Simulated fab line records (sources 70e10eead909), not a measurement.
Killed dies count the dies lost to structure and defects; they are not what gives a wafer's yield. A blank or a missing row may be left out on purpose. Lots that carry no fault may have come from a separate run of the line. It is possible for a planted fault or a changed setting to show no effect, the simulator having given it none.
Matching of chambers / flow nandHarc / NHARC_A_STAIRCASE_DEP_417 on pecvd-03: 3 sister chambers
The step deposits Si3N4, target thk 60 nm. 3 wafers are shown with their chamber, then 10 later ones without.

EACH WAFER AND ITS CHAMBER
wafer=L076.5; chamber=1; heaterPowerW (W)=760
wafer=L081.3; chamber=2; heaterPowerW (W)=828
wafer=L089.4; chamber=0; heaterPowerW (W)=744

WAFERS WITH NO CHAMBER GIVEN
wafer=L089.6; heaterPowerW (W)=780
wafer=L091.1; heaterPowerW (W)=834
wafer=L091.4; heaterPowerW (W)=727
wafer=L091.6; heaterPowerW (W)=838
wafer=L092.4; heaterPowerW (W)=769
wafer=L092.5; heaterPowerW (W)=833
wafer=L092.6; heaterPowerW (W)=815
wafer=L096.2; heaterPowerW (W)=713
wafer=L096.4; heaterPowerW (W)=772
wafer=L096.6; heaterPowerW (W)=779

EACH ONE'S CHAMBER
wafer=L089.6; from the rows above=can't be placed: 1 or 0 or 2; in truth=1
wafer=L091.1; from the rows above=2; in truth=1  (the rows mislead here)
wafer=L091.4; from the rows above=can't be placed: 0 or 1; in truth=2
wafer=L091.6; from the rows above=2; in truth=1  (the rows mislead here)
wafer=L092.4; from the rows above=can't be placed: 1 or 0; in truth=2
wafer=L092.5; from the rows above=2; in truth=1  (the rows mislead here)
wafer=L092.6; from the rows above=2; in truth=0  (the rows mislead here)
wafer=L096.2; from the rows above=can't be placed: 0 or 1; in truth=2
wafer=L096.4; from the rows above=can't be placed: 1 or 0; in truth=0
wafer=L096.6; from the rows above=can't be placed: 1 or 0 or 2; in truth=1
Correct placement for 0 of the 10. From these rows, 6 cannot be placed; in 3 the true chamber is one of the candidates. 4 placed wrongly.
How it was worked out, from the rows above alone: a wafer's distance from a chamber is the root of the sum, over the readings, of the square of ((its reading less the chamber's mean) divided by the reading's scatter). The wafer belongs to the nearest chamber; if the next one is less than 2 further off, it can't be placed. Each chamber's mean is taken over the wafers shown for it. The scatter: with one shown wafer a chamber, the root of the mean of the squares of how far each hidden wafer lies from its nearest shown one.
